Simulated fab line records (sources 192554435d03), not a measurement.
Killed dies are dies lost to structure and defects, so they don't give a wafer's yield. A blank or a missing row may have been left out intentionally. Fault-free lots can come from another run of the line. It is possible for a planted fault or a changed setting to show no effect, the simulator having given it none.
fab line records + flow n5Finfet
record:
- lots: 9
- wafers: 26
- lastDay: 17
route steps=1938 shown BEOL_M1@788 BEOL_M4@1111 PASSIVATION@1936
lots that met no fault: from a run of the same line without faults
startH: hours from the record's opening day to when the first of the lot's shown wafers began + waitH: time in hours since the lot's previous step + " identical to the entry in the row above + L1.1+2: one row covering several wafers at once + - value missing, or start not given + * or withheld: withheld + < > ~ a bound
route shown NAME@n: NAME is a module with steps in the file, n the number in the route of the first one + usual: mean/standard deviation taken from wafers without a fault + same: alike in all rows + chamber/n: place in a boat + sites: each site's reading + _std_site: standard deviation of those values + _edge_site: the outer-site mean with the inner-site mean subtracted + radiusMm: for every site, how far away it sits from the centre of the wafer + mask NAME#n: copy n + behind: tool/chamber where the wafer was last shaped + hold: the reason the lot was held/the length of the hold in hours/how it ended + device: the n, p or np transistor that did not switch + end of line: tests run on the same wafers once the route is complete + a step with no rows: only its recipe + killed: not the wafer's yield, but the dies lost to structure and defects at the first sort + map: a wafer's dies, x killed, . not, _ none there
set.NAME: setting as actually run; set.NAME@STEP: the setting as run at that earlier step + model.NAME: the simulator's own value behind a step, which no gauge read
one table for each step of the route and one row for each wafer, over a sample of lots
services: the hour from which a tool's chamber was out of use, counted from the record's first day as startH (under 0 if before that day), plus the number of hours and why
== steps ==
step: N5_BEOL_M1_INSPECT_30
recipe:
- mode: adi
- inspectInstrument: brightfield
usual:
- rawDefectCount: 401/110
| lot.wafer | tool             | chamber | startH | waitH | rawDefectCount |
|-----------|------------------|---------|--------|-------|----------------|
| L388.2    | defectInspect-01 | -       | 139.99 | 0.0   | 374            |
| L388.3    | "                | -       | "      | "     | 457            |
| L388.5    | "                | -       | "      | "     | 315            |
| L390.2    | defectInspect-02 | -       | 148.74 | 0.0   | 371            |
| L390.4    | "                | -       | "      | "     | 382            |
| L390.6    | "                | -       | "      | "     | 371            |
| L391.2    | defectInspect-01 | -       | 153.39 | 0.0   | 504            |
| L391.3    | "                | -       | "      | "     | 444            |
| L391.6    | "                | -       | "      | "     | 396            |
| L392.1    | defectInspect-01 | -       | 157.48 | 0.1   | 330            |
| L392.3    | "                | -       | "      | "     | 277            |
| L392.5    | "                | -       | "      | "     | 308            |
| L393.1    | defectInspect-01 | -       | 167.14 | 0.1   | 452            |
| L393.3    | "                | -       | "      | "     | 366            |
| L393.6    | "                | -       | "      | "     | 381            |
| L396.1    | defectInspect-01 | -       | 188.23 | 0.1   | 380            |
| L396.2    | "                | -       | "      | "     | 295            |
| L397.2    | defectInspect-01 | -       | 194.53 | 0.0   | 373            |
| L397.3    | "                | -       | "      | "     | 351            |
| L397.5    | "                | -       | "      | "     | 398            |
| L398.1    | defectInspect-02 | -       | 203.15 | 0.1   | 654            |
| L398.4    | "                | -       | "      | "     | 464            |
| L398.6    | "                | -       | "      | "     | 539            |
| L408.2    | defectInspect-02 | -       | 267.76 | 0.0   | 376            |
| L408.3    | "                | -       | "      | "     | 385            |
| L408.5    | "                | -       | "      | "     | 343            |
step: N5_BEOL_M1_ALD_98
recipe:
- material: SiO2
- targetThkA: 25
- tempC: 100
- aldPrecursorFamily: BDEAS
- aldCoReactant: O2-plasma
- pulseTimeS: 1
- coReactantPulseTimeS: 1
- purgeTimeS: 2
- coReactantPurgeTimeS: 2
- aldCycles: 17
- pressureTorr: 2
usual:
- aldCycles: 17/0
- heaterPowerW: 73/7.1
- precursorPulseHeightRel: 0.998/0.019
same:
- pulseTimeS: 1
| lot.wafer | tool      | chamber | startH | waitH | aldCycles | heaterPowerW | precursorPulseHeightRel |
|-----------|-----------|---------|--------|-------|-----------|--------------|-------------------------|
| L388.2    | aldSin-02 | 3       | 140.39 | 0.3   | 17        | 69           | 1.002                   |
| L388.3    | "         | 2       | "      | "     | 17        | 67           | 0.999                   |
| L388.5    | "         | 2       | "      | "     | 17        | 65           | 0.960                   |
| L390.2    | aldSin-01 | 3       | 150.93 | 0.1   | 17        | 75           | 1.009                   |
| L390.4    | "         | 1       | "      | "     | 17        | 71           | 1.005                   |
| L390.6    | "         | 2       | "      | "     | 17        | 70           | 1.000                   |
| L391.2    | aldSin-02 | 0       | 154.70 | 0.1   | 17        | 87           | 0.984                   |
| L391.3    | "         | 2       | "      | "     | 17        | 66           | 0.983                   |
| L391.6    | "         | 2       | "      | "     | 17        | 67           | 0.978                   |
| L392.1    | aldSin-02 | 0       | 157.78 | 0.1   | 17        | 86           | 0.993                   |
| L392.3    | "         | 1       | "      | "     | 17        | 66           | 0.986                   |
| L392.5    | "         | 1       | "      | "     | 17        | 66           | 0.984                   |
| L393.1    | aldSin-01 | 1       | 168.14 | 0.2   | 17        | 73           | 1.005                   |
| L393.3    | "         | 3       | "      | "     | 17        | 78           | 1.006                   |
| L393.6    | "         | 2       | "      | "     | 17        | 72           | 0.991                   |
| L396.1    | aldSin-02 | 0       | 188.99 | 0.6   | 17        | 87           | 1.028                   |
| L396.2    | "         | 3       | "      | "     | 13        | 68           | 0.980                   |
| L397.2    | aldSin-01 | 3       | 195.30 | 0.7   | 17        | 76           | 0.989                   |
| L397.3    | "         | 3       | "      | "     | 17        | 77           | 0.992                   |
| L397.5    | "         | 3       | "      | "     | 17        | 73           | 1.001                   |
| L398.1    | aldSin-03 | 2       | 203.32 | 0.1   | 17        | 81           | 1.002                   |
| L398.4    | "         | 0       | "      | "     | 17        | 76           | 1.010                   |
| L398.6    | "         | 3       | "      | "     | 17        | 78           | 0.996                   |
| L408.2    | aldSin-03 | 1       | 267.92 | 0.1   | 17        | 89           | 1.012                   |
| L408.3    | "         | 2       | "      | "     | 17        | 79           | 0.981                   |
| L408.5    | "         | 1       | "      | "     | 17        | 86           | 0.999                   |
step: N5_BEOL_M1_STRIP_36
recipe:
- chemistry: N2/H2
- powerW: 450
- tempC: 40
- pressureMtorr: 20
- rfFrequencyHz: 6e+07
- overashFraction: 0.3
- biasPowerW: 7
- h2Frac: 0.5
- n2FlowSccm: 200
- h2FlowSccm: 200
usual:
- chamberPressureMTorr: 20.006/0.028
- drypumpMotorCurrentA: 5.8/0.43
- n2FlowSccm: 200.1/0.59
- oesProductAu: 0.75/0.064
- rfVppV: 59.2/1.5
- showerheadPlenumPTorr: 2.56/0.084
- throttleValvePct: 23.7/0.34
| lot.wafer | tool       | chamber | startH | waitH | chamberPressureMTorr | drypumpMotorCurrentA | n2FlowSccm | oesProductAu | rfHoursCounterH | rfVppV | showerheadPlenumPTorr | throttleValvePct |
|-----------|------------|---------|--------|-------|----------------------|----------------------|------------|--------------|-----------------|--------|-----------------------|------------------|
| L388.2    | rieDiel-01 | 1       | 142.09 | 0.0   | 19.957               | 6.4                  | 200.7      | 0.77         | 156             | 59.2   | 2.54                  | 23.8             |
| L388.3    | "          | 3       | "      | "     | 19.990               | 5.9                  | 200.6      | 0.69         | 225             | 60.2   | 2.51                  | 23.7             |
| L388.5    | "          | 2       | "      | "     | 20.059               | 5.1                  | 200.9      | 0.77         | -               | 60.1   | 2.64                  | 23.6             |
| L390.2    | rieDiel-06 | 2       | 156.83 | 0.0   | 20.016               | 4.8                  | 199.8      | 0.97         | 5               | 61.0   | 2.71                  | 23.4             |
| L390.4    | "          | 1       | "      | "     | 20.000               | 5.5                  | 199.9      | 0.80         | 120             | 60.2   | 2.37                  | 23.8             |
| L390.6    | "          | 0       | "      | "     | 20.012               | 5.6                  | 200.1      | 0.73         | -               | 57.4   | 2.62                  | 23.8             |
| L391.2    | rieDiel-04 | 1       | 160.77 | 0.0   | 19.952               | 5.5                  | 199.8      | 0.71         | 216             | 60.0   | 2.62                  | 24.4             |
| L391.3    | "          | 2       | "      | "     | 19.994               | 5.9                  | 201.2      | 0.86         | 49              | 62.0   | 2.56                  | 23.2             |
| L391.6    | "          | 1       | "      | "     | 19.988               | 5.5                  | 200.0      | 0.70         | -               | 60.4   | 2.62                  | 24.4             |
| L392.1    | rieDiel-06 | 0       | 164.63 | 0.0   | 19.967               | 5.6                  | 199.7      | 0.73         | 188             | 58.3   | 2.62                  | 23.7             |
| L392.3    | "          | 1       | "      | "     | 20.066               | 5.5                  | 200.2      | 0.79         | 123             | 54.2   | 2.37                  | 23.7             |
| L392.5    | "          | 1       | "      | "     | 19.961               | 5.5                  | 199.4      | 0.78         | -               | 57.1   | 2.37                  | 23.8             |
| L393.1    | rieDiel-04 | 2       | 168.74 | 0.0   | 20.034               | 5.9                  | 200.3      | 0.85         | 54              | 59.1   | 2.56                  | 23.3             |
| L393.3    | "          | 1       | "      | "     | 20.018               | 5.5                  | 199.9      | 0.70         | 220             | 57.9   | 2.62                  | 24.5             |
| L393.6    | "          | 2       | "      | "     | 20.034               | 5.9                  | 200.0      | 0.85         | -               | 60.9   | 2.56                  | 23.2             |
| L396.1    | rieDiel-01 | 3       | 190.54 | 0.0   | 20.003               | 5.9                  | 200.3      | 0.69         | 231             | 59.1   | 2.51                  | 23.7             |
| L396.2    | "          | 0       | "      | "     | 19.966               | 6.2                  | 200.7      | 0.70         | 195             | 57.2   | 2.40                  | 24.0             |
| L397.2    | rieDiel-04 | 0       | 200.09 | 0.0   | 20.050               | 5.3                  | 200.3      | 0.76         | 176             | 61.2   | 2.62                  | 23.6             |
| L397.3    | "          | 3       | "      | "     | 20.042               | 6.0                  | 200.5      | 0.69         | 234             | 59.9   | 2.60                  | 23.7             |
| L397.5    | "          | 3       | "      | "     | 19.958               | 6.0                  | 200.8      | 0.69         | -               | 60.5   | 2.60                  | 23.7             |
| L398.1    | rieDiel-04 | 2       | 204.05 | 0.0   | 19.996               | 5.9                  | 199.8      | 0.84         | 64              | 60.8   | 2.56                  | 23.3             |
| L398.4    | "          | 3       | "      | "     | 20.023               | 6.0                  | 200.3      | 0.69         | 235             | 58.5   | 2.60                  | 23.7             |
| L398.6    | "          | 0       | "      | "     | 20.043               | 5.3                  | 201.6      | 0.75         | -               | 58.1   | 2.62                  | 23.6             |
| L408.2    | rieDiel-01 | 0       | 269.50 | 0.0   | 20.032               | 6.2                  | 200.0      | 0.70         | 221             | 62.3   | 2.39                  | 24.0             |
| L408.3    | "          | 0       | "      | "     | 20.002               | 6.2                  | 199.7      | 0.69         | -               | 58.9   | 2.39                  | 24.0             |
| L408.5    | "          | 1       | "      | "     | 20.006               | 6.4                  | 200.7      | 0.72         | -               | 61.0   | 2.53                  | 23.9             |
step: N5_BEOL_M1_STRIP_97
recipe:
- chemistry: N2/H2
- timeS: 10
- powerW: 450
- tempC: 40
- pressureMtorr: 20
- rfFrequencyHz: 6e+07
- biasPowerW: 7
- n2FlowSccm: 200
- h2FlowSccm: 200
usual:
- chamberPressureMTorr: 20.001/0.018
- drypumpMotorCurrentA: 5.8/0.43
- n2FlowSccm: 200.0/0.62
- oesProductAu: 0.75/0.064
- rfVppV: 59.2/0.87
- showerheadPlenumPTorr: 2.56/0.085
- throttleValvePct: 23.7/0.34
| lot.wafer | tool       | chamber | startH | waitH | chamberPressureMTorr | drypumpMotorCurrentA | n2FlowSccm | oesProductAu | rfHoursCounterH | rfVppV | showerheadPlenumPTorr | throttleValvePct |
|-----------|------------|---------|--------|-------|----------------------|----------------------|------------|--------------|-----------------|--------|-----------------------|------------------|
| L388.2    | rieDiel-01 | 1       | -      | -     | 19.980               | 6.4                  | 199.1      | 0.76         | 156             | 59.1   | 2.54                  | 23.8             |
| L388.3    | "          | 3       | "      | "     | 19.991               | 5.9                  | 201.2      | 0.69         | 225             | 60.2   | 2.51                  | 23.7             |
| L388.5    | "          | 2       | "      | "     | 19.985               | 5.1                  | 200.9      | 0.78         | -               | 57.8   | 2.64                  | 23.6             |
| L390.2    | rieDiel-06 | 2       | -      | -     | 20.003               | 4.8                  | 199.5      | 0.96         | 5               | 60.5   | 2.71                  | 23.4             |
| L390.4    | "          | 1       | "      | "     | 20.008               | 5.6                  | 200.6      | 0.78         | 120             | 58.0   | 2.37                  | 23.8             |
| L390.6    | "          | 0       | "      | "     | 20.026               | 5.6                  | 199.9      | 0.73         | -               | 59.0   | 2.62                  | 23.8             |
| L391.2    | rieDiel-04 | 1       | -      | -     | 19.996               | 5.4                  | 200.2      | 0.71         | 216             | 59.0   | 2.62                  | 24.5             |
| L391.3    | "          | 2       | "      | "     | 19.988               | 5.9                  | 200.1      | 0.87         | 49              | 57.8   | 2.56                  | 23.2             |
| L391.6    | "          | 1       | "      | "     | 20.002               | 5.4                  | 199.4      | 0.71         | -               | 59.1   | 2.62                  | 24.4             |
| L392.1    | rieDiel-06 | 0       | -      | -     | 20.016               | 5.6                  | 198.8      | 0.74         | 188             | 58.2   | 2.62                  | 23.8             |
| L392.3    | "          | 1       | "      | "     | 20.010               | 5.5                  | 199.5      | 0.78         | 123             | 57.0   | 2.37                  | 23.8             |
| L392.5    | "          | 1       | "      | "     | 20.002               | 5.5                  | 199.5      | 0.78         | -               | 60.1   | 2.37                  | 23.8             |
| L393.1    | rieDiel-04 | 2       | -      | -     | 20.003               | 5.9                  | 199.5      | 0.84         | 54              | 59.9   | 2.56                  | 23.2             |
| L393.3    | "          | 1       | "      | "     | 20.002               | 5.5                  | 200.6      | 0.69         | 220             | 59.1   | 2.62                  | 24.5             |
| L393.6    | "          | 2       | "      | "     | 19.992               | 5.9                  | 200.6      | 0.84         | -               | 57.9   | 2.56                  | 23.2             |
| L396.1    | rieDiel-01 | 3       | -      | -     | 20.019               | 5.9                  | 200.1      | 0.69         | 231             | 58.5   | 2.51                  | 23.7             |
| L396.2    | "          | 0       | "      | "     | 20.019               | 6.2                  | 200.0      | 0.71         | 195             | 59.4   | 2.40                  | 24.0             |
| L397.2    | rieDiel-04 | 0       | -      | -     | 20.014               | 5.3                  | 199.7      | 0.76         | 176             | 58.6   | 2.62                  | 23.6             |
| L397.3    | "          | 3       | "      | "     | 19.988               | 6.0                  | 199.4      | 0.69         | 234             | 59.7   | 2.60                  | 23.7             |
| L397.5    | "          | 3       | "      | "     | 20.018               | 6.0                  | 199.6      | 0.70         | -               | 59.0   | 2.60                  | 23.7             |
| L398.1    | rieDiel-04 | 2       | -      | -     | 19.975               | 5.9                  | 201.3      | 0.84         | 64              | 60.2   | 2.56                  | 23.2             |
| L398.4    | "          | 3       | "      | "     | 20.003               | 6.0                  | 200.4      | 0.69         | 235             | 60.1   | 2.60                  | 23.7             |
| L398.6    | "          | 0       | "      | "     | 20.024               | 5.3                  | 200.9      | 0.76         | -               | 60.0   | 2.62                  | 23.6             |
| L408.2    | rieDiel-01 | 0       | -      | -     | 20.008               | 6.2                  | 200.4      | 0.69         | 221             | 58.1   | 2.39                  | 24.0             |
| L408.3    | "          | 0       | "      | "     | 19.988               | 6.2                  | 200.7      | 0.69         | -               | 58.5   | 2.39                  | 24.0             |
| L408.5    | "          | 1       | "      | "     | 19.998               | 6.4                  | 200.5      | 0.74         | -               | 58.5   | 2.53                  | 23.9             |
step: N5_BEOL_M4_RC_MEAS_101
usual:
- DIBL_N: 35.9/1.8
- DIBL_P: 36.2/2
- IOFF_N: 0.16/0.031
- IOFF_P: 0.22/0.041
- ION_N: 676/11
- ION_P: 465/8.5
- SS_N: 71.4/0.64
- SS_P: 73.2/0.7
- VT_N: 250/3.5
- VT_P: -250/3.9
| lot.wafer | tool      | chamber | startH | waitH | DIBL_N[mV/V] | DIBL_P[mV/V] | IOFF_N[nA/um] | IOFF_P[nA/um] | ION_N[uA/um] | ION_P[uA/um] | SS_N[mV/dec] | SS_P[mV/dec] | VT_N[mV] | VT_P[mV] |
|-----------|-----------|---------|--------|-------|--------------|--------------|---------------|---------------|--------------|--------------|--------------|--------------|----------|----------|
| L388.2    | prober-02 | 0       | 182.35 | 0.2   | 36.6         | 35.9         | 0.17          | 0.19          | 673          | 449          | 71.5         | 73.4         | 250      | -251     |
| L388.3    | "         | 0       | "      | "     | 33.5         | 32.5         | 0.11          | 0.15          | 657          | 450          | 70.8         | 71.8         | 252      | -254     |
| L388.5    | "         | 0       | "      | "     | 35.1         | 35.4         | 0.15          | 0.18          | 676          | 457          | 71.1         | 72.0         | 250      | -251     |
| L390.2    | prober-01 | 0       | 195.17 | 0.2   | 36.8         | 36.1         | 0.18          | 0.25          | 681          | 471          | 72.3         | 73.8         | 249      | -244     |
| L390.4    | "         | 0       | "      | "     | 36.2         | 35.4         | 0.15          | 0.24          | 673          | 474          | 71.4         | 74.1         | 250      | -245     |
| L390.6    | "         | 0       | "      | "     | 34.8         | 34.8         | 0.15          | 0.23          | 678          | 472          | 71.2         | 73.0         | 249      | -247     |
| L392.1    | prober-02 | 0       | 203.17 | 0.0   | 36.7         | 36.8         | 0.15          | 0.18          | 670          | 456          | 70.9         | 73.6         | 252      | -256     |
| L392.3    | "         | 0       | "      | "     | 38.2         | 39.8         | 0.19          | 0.24          | 684          | 464          | 71.9         | 73.7         | 248      | -250     |
| L392.5    | "         | 0       | "      | "     | 37.1         | 37.2         | 0.15          | 0.20          | 666          | 458          | 70.8         | 73.7         | 251      | -253     |
| L393.1    | prober-01 | 0       | 214.18 | 0.0   | 34.1         | 32.5         | 0.12          | 0.19          | 672          | 468          | 71.3         | 72.5         | 253      | -250     |
| L393.3    | "         | 0       | "      | "     | 36.5         | 35.7         | 0.17          | 0.24          | 682          | 464          | 71.4         | 73.8         | 247      | -247     |
| L393.6    | "         | 0       | "      | "     | 36.3         | 35.0         | 0.16          | 0.22          | 675          | 459          | 71.6         | 72.7         | 249      | -247     |
| L391.2    | prober-02 | 0       | 214.88 | 0.2   | 35.2         | 35.6         | 0.13          | 0.18          | 658          | 448          | 72.0         | 73.5         | 252      | -258     |
| L391.3    | "         | 0       | "      | "     | 36.6         | 37.7         | 0.16          | 0.22          | 671          | 462          | 72.2         | 73.9         | 248      | -254     |
| L391.6    | "         | 0       | "      | "     | 34.1         | 34.7         | 0.12          | 0.16          | 672          | 462          | 71.5         | 73.3         | 252      | -255     |
| L396.1    | prober-01 | 0       | 238.30 | 0.0   | 36.8         | 36.0         | 0.13          | 0.19          | 653          | 450          | 72.2         | 72.7         | 256      | -252     |
| L396.2    | "         | 0       | "      | "     | 37.4         | 37.1         | 0.16          | 0.21          | 679          | 465          | 71.1         | 73.3         | 248      | -253     |
| L397.2    | prober-01 | 0       | 242.24 | 0.2   | 36.9         | 35.8         | 0.16          | 0.21          | 675          | 461          | 72.6         | 73.1         | 249      | -250     |
| L397.3    | "         | 0       | "      | "     | 35.8         | 34.5         | 0.14          | 0.19          | 665          | 453          | 71.9         | 73.6         | 251      | -252     |
| L397.5    | "         | 0       | "      | "     | 37.7         | 36.8         | 0.17          | 0.23          | 680          | 463          | 71.8         | 73.5         | 249      | -247     |
| L398.1    | prober-02 | 0       | 243.81 | 0.0   | 35.2         | 36.3         | 0.16          | 0.22          | 689          | 471          | 71.2         | 74.0         | 249      | -249     |
| L398.4    | "         | 0       | "      | "     | 35.5         | 36.5         | 0.17          | 0.22          | 673          | 463          | 71.4         | 74.3         | 247      | -249     |
| L398.6    | "         | 0       | "      | "     | 32.4         | 32.3         | 0.11          | 0.17          | 650          | 456          | 71.5         | 72.7         | 256      | -249     |
| L408.2    | prober-02 | 0       | 308.80 | 0.2   | 35.1         | 35.2         | 0.14          | 0.21          | 684          | 470          | 71.1         | 72.6         | 247      | -248     |
| L408.3    | "         | 0       | "      | "     | 37.9         | 37.1         | 0.18          | 0.24          | 691          | 473          | 71.3         | 74.2         | 248      | -248     |
| L408.5    | "         | 0       | "      | "     | 37.0         | 36.8         | 0.16          | 0.24          | 678          | 470          | 71.6         | 73.5         | 248      | -248     |
step: N5_PASSIVATION_PROBE_49
usual:
- defectLimitedYield: 91.3/1.3
- killed_at_M0_to_M3: 35/9.3
- killed_at_M4_up: 14/5.2
- killedAtContacts: 12/5.9
- killedAtFrontEnd: 38/11
- killedAtOther: 4/3.7
- killedDies: 103/15
- killedOpen: 67/12
- killedShort: 34/8
- sort_bin_5_function: 5.1/0.88
- sort_bin_6_memory: 3.3/0.65
- sortNPass: 1077/15
- sortYieldPct: 91.3/1.3
same:
- grossDies: 1180
- killedAtBackSide: 0
- sort_bin_4_leakage[%]: 0
- sort_bin_8_speed[%]: 0
| lot.wafer | tool      | chamber | startH | waitH | defectLimitedYield[%] | killed_at_M0_to_M3 | killed_at_M4_up | killedAtContacts | killedAtFrontEnd | killedAtOther | killedDies | killedOpen | killedShort | sort_bin_5_function[%] | sort_bin_6_memory[%] | sortNPass | sortYieldPct[%] |
|-----------|-----------|---------|--------|-------|-----------------------|--------------------|-----------------|------------------|------------------|---------------|------------|------------|-------------|------------------------|----------------------|-----------|-----------------|
| L391.2    | prober-01 | -       | 328.52 | 0.1   | 89.7                  | 45                 | 11              | 13               | 53               | 0             | 122        | 80         | 40          | 4.8                    | 5.2                  | 1058      | 89.7            |
| L391.3    | prober-01 | -       | 328.57 | 0.1   | 89.7                  | 50                 | 19              | 10               | 42               | 0             | 121        | 74         | 46          | 5.8                    | 4.2                  | 1059      | 89.7            |
| L391.6    | prober-01 | -       | 328.72 | 0.3   | 89.9                  | 46                 | 17              | 11               | 44               | 1             | 119        | 79         | 39          | 6.0                    | 4.0                  | 1061      | 89.9            |
| L396.1    | prober-02 | -       | 348.10 | 0.0   | 90.3                  | 36                 | 12              | 14               | 42               | 11            | 115        | 80         | 32          | 5.0                    | 4.2                  | 1065      | 90.3            |
| L398.1    | prober-01 | -       | 355.96 | 0.0   | 94.7                  | 26                 | 5               | 13               | 17               | 1             | 62         | 36         | 25          | 3.0                    | 1.9                  | 1118      | 94.7            |
| L398.4    | prober-01 | -       | 356.11 | 0.2   | 92.4                  | 37                 | 13              | 1                | 32               | 7             | 90         | 51         | 39          | 4.4                    | 2.9                  | 1090      | 92.4            |
| L398.6    | prober-01 | -       | 356.21 | 0.3   | 90.7                  | 43                 | 14              | 15               | 35               | 3             | 110        | 65         | 42          | 5.4                    | 3.5                  | 1070      | 90.7            |
| L397.2    | prober-02 | -       | 361.33 | 0.1   | 88.6                  | 42                 | 14              | 6                | 63               | 10            | 135        | 91         | 43          | 7.9                    | 3.4                  | 1045      | 88.6            |
| L397.3    | prober-02 | -       | 361.38 | 0.1   | 89.2                  | 40                 | 25              | 8                | 46               | 9             | 128        | 77         | 45          | 6.7                    | 3.7                  | 1052      | 89.2            |
| L397.5    | prober-02 | -       | 361.48 | 0.2   | 90.1                  | 38                 | 9               | 5                | 55               | 10            | 117        | 79         | 37          | 6.0                    | 3.6                  | 1063      | 90.1            |
| L408.2    | prober-01 | -       | 407.63 | 0.1   | 93.4                  | 20                 | 6               | 15               | 36               | 1             | 78         | 45         | 32          | 4.0                    | 2.3                  | 1102      | 93.4            |
| L408.3    | prober-01 | -       | 407.68 | 0.1   | 91.7                  | 33                 | 17              | 15               | 29               | 4             | 98         | 63         | 34          | 4.9                    | 3.1                  | 1082      | 91.7            |
| L408.5    | prober-01 | -       | 407.78 | 0.2   | 91.9                  | 30                 | 15              | 8                | 36               | 6             | 95         | 60         | 32          | 4.8                    | 2.8                  | 1085      | 91.9            |
killed by level:class
L391.2 BEOL_M3:geometricParticle:open=21 MOL_CONTACT_COAG:geometricParticle:open=10 DUMMY_GATE:geometricParticle:open=9 FIN_SAQP:geometricParticle:open=8 FIN_SAQP:geometricParticle:short=8 BEOL_M0_SAQP:geometricParticle:open=7 BEOL_M3:geometricParticle:short=6 GATE_CUT:geometricParticle:short=5
L391.3 FIN_SAQP:geometricParticle:short=15 BEOL_M3:geometricParticle:open=15 BEOL_M0_SAQP:geometricParticle:open=10 BEOL_M0_SAQP:geometricParticle:short=10 ILD0:geometricParticle:open=6 MOL_CONTACT_COAG:geometricParticle:open=6 BEOL_M2:geometricParticle:open=6 BEOL_M5:geometricParticle:open=6
L391.6 BEOL_M3:geometricParticle:open=15 BEOL_M0_SAQP:geometricParticle:short=10 MOL_CONTACT_COAG:geometricParticle:open=10 FIN_SAQP:geometricParticle:open=8 BEOL_M0_SAQP:geometricParticle:open=7 STI_FIN_REVEAL:geometricParticle:open=6 DUMMY_GATE:geometricParticle:open=5 FIN_SAQP:geometricParticle:short=4
L396.1 FIN_SAQP:geometricParticle:open=13 MOL_CONTACT_COAG:geometricParticle:open=13 BEOL_M1:geometricParticle:open=10 BEOL_M0_SAQP:geometricParticle:open=8 BEOL_M0_SAQP:geometricParticle:short=7 GATE_CUT:geometricParticle:open=6 BEOL_M4:geometricParticle:open=6 BEOL_M3:geometricParticle:open=5
L398.1 BEOL_M0_SAQP:geometricParticle:open=10 BEOL_M0_SAQP:geometricParticle:short=8 MOL_CONTACT_COAG:geometricParticle:open=7 MOL_CONTACT_COAG:geometricParticle:short=6 FIN_SAQP:geometricParticle:open=4 FIN_SAQP:geometricParticle:short=4 BEOL_M1:geometricParticle:open=4 DUMMY_GATE:geometricParticle:open=3
L398.4 BEOL_M0_SAQP:geometricParticle:short=14 BEOL_M0_SAQP:geometricParticle:open=11 GATE_CUT:geometricParticle:short=7 BEOL_M4:geometricParticle:open=6 BEOL_M3:geometricParticle:open=5 DUMMY_GATE:geometricParticle:short=4 BEOL_M2:geometricParticle:open=4 FIN_SAQP:geometricParticle:open=3
L398.6 BEOL_M0_SAQP:geometricParticle:short=18 MOL_CONTACT_COAG:geometricParticle:open=12 BEOL_M0_SAQP:geometricParticle:open=10 FIN_SAQP:geometricParticle:short=6 BEOL_M4:geometricParticle:open=6 FIN_SAQP:geometricParticle:open=5 STI_FIN_REVEAL:geometricParticle:open=4 DUMMY_GATE:geometricParticle:open=4
L397.2 FIN_SAQP:geometricParticle:open=20 STI_FIN_REVEAL:geometricParticle:open=16 FIN_SAQP:geometricParticle:short=10 BEOL_M0_SAQP:geometricParticle:open=9 BEOL_M1:geometricParticle:open=8 BEOL_M0_SAQP:geometricParticle:short=6 BEOL_M4:geometricParticle:open=6 MOL_CONTACT_COAG:geometricParticle:open=5
L397.3 FIN_SAQP:geometricParticle:short=13 BEOL_M0_SAQP:geometricParticle:short=12 BEOL_M5:geometricParticle:open=10 BEOL_M0_SAQP:geometricParticle:open=9 FIN_SAQP:geometricParticle:open=8 STI_FIN_REVEAL:geometricParticle:open=8 BEOL_M4:geometricParticle:open=7 BEOL_M0:geometricParticle:open=7
L397.5 STI_FIN_REVEAL:geometricParticle:open=17 FIN_SAQP:geometricParticle:open=12 BEOL_M0:geometricParticle:open=10 FIN_SAQP:geometricParticle:short=8 BEOL_M0_SAQP:geometricParticle:short=8 BEOL_M1:geometricParticle:open=8 GATE_CUT:geometricParticle:short=6 BEOL_M3:geometricParticle:open=5
L408.2 MOL_CONTACT_COAG:geometricParticle:open=11 FIN_SAQP:geometricParticle:short=8 FIN_SAQP:geometricParticle:open=7 BEOL_M1:geometricParticle:short=5 ILD0:geometricParticle:open=4 MOL_CONTACT_COAG:geometricParticle:short=4 BEOL_M3:geometricParticle:open=4 BEOL_M2:geometricParticle:open=4
L408.3 MOL_CONTACT_COAG:geometricParticle:open=12 BEOL_M0_SAQP:geometricParticle:short=9 DUMMY_GATE:geometricParticle:open=8 BEOL_M4:geometricParticle:open=8 BEOL_M3:geometricParticle:open=7 FIN_SAQP:geometricParticle:open=6 BEOL_M0_SAQP:geometricParticle:open=5 BEOL_M2:geometricParticle:open=5
L408.5 BEOL_M4:geometricParticle:open=11 FIN_SAQP:geometricParticle:short=7 BEOL_M0_SAQP:geometricParticle:open=7 BEOL_M1:geometricParticle:open=7 FIN_SAQP:geometricParticle:open=6 STI_FIN_REVEAL:geometricParticle:open=6 STARTING-WAFER:geometricParticle:short=6 MOL_CONTACT_COAG:geometricParticle:open=5
== services ==
| tool       | chamber | startH | hours | kind                         |
|------------|---------|--------|-------|------------------------------|
| rieDiel-06 | 2       | 130.38 | -     | clean                        |
| rieDiel-06 | 2       | 130.38 | -     | consumableReplace:focusRing  |
| rieDiel-06 | 2       | 130.38 | -     | consumableReplace:showerhead |
| rieDiel-06 | 2       | 130.38 | 17.2  | scheduledDown                |
| rieDiel-06 | 2       | 130.38 | 17.2  | ventCycle                    |
| rieDiel-01 | -       | 142.97 | 28.1  | pm                           |
| rieDiel-06 | -       | 151.78 | 0.2   | repair                       |
| aldSin-01  | 1       | 168.50 | 92.3  | repair                       |
| aldSin-03  | -       | 178.17 | 14.0  | pm                           |
| aldSin-03  | 0       | 178.17 | 14.0  | ventCycle                    |
| aldSin-03  | 3       | 217.11 | 7.0   | repair                       |
| rieDiel-06 | 3       | 242.81 | -     | clean                        |
| rieDiel-06 | 3       | 242.81 | -     | consumableReplace:focusRing  |
| rieDiel-06 | 3       | 242.81 | 17.0  | scheduledDown                |
| rieDiel-06 | 3       | 242.81 | 17.0  | ventCycle                    |
| rieDiel-01 | 2       | 244.51 | 16.5  | repair                       |
| rieDiel-04 | 3       | 251.21 | -     | clean                        |
| rieDiel-04 | 3       | 251.21 | -     | consumableReplace:focusRing  |
| rieDiel-04 | 3       | 251.21 | 22.0  | scheduledDown                |
| rieDiel-04 | 3       | 251.21 | 22.0  | ventCycle                    |
| rieDiel-01 | 3       | 261.45 | -     | clean                        |
| rieDiel-01 | 3       | 261.45 | -     | consumableReplace:focusRing  |
| rieDiel-01 | 3       | 261.45 | 23.1  | scheduledDown                |
| rieDiel-01 | 3       | 261.45 | 23.1  | ventCycle                    |
== key ==
firstSign:
- step: N5_BEOL_M1_ALD_98
- reading: aldCycles
- direction: down
- sigmas: 99+
- usual: *
- struck: *
effect none on later readings
metAt N5_BEOL_M1_ALD_98
struckLots L396
struckWafers L396.2
rowsEnd L396.2
notActingAt N5_BEOL_M1_INSPECT_30,N5_BEOL_M1_STRIP_36,N5_BEOL_M1_STRIP_97
onsetBetween 140.39 188.99
fault:
- kind: processParameterDrift
- tool: aldSin-02
- chamber: 3
- onsetH: 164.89
- steps: N5_BEOL_M1_ALD_98
- channel: aldCycles
- offset: *
- shape: step
- actsIn: *
- stated: *
rowsEnd: these wafers met a further fault down the route, and their rows from its step on are left out
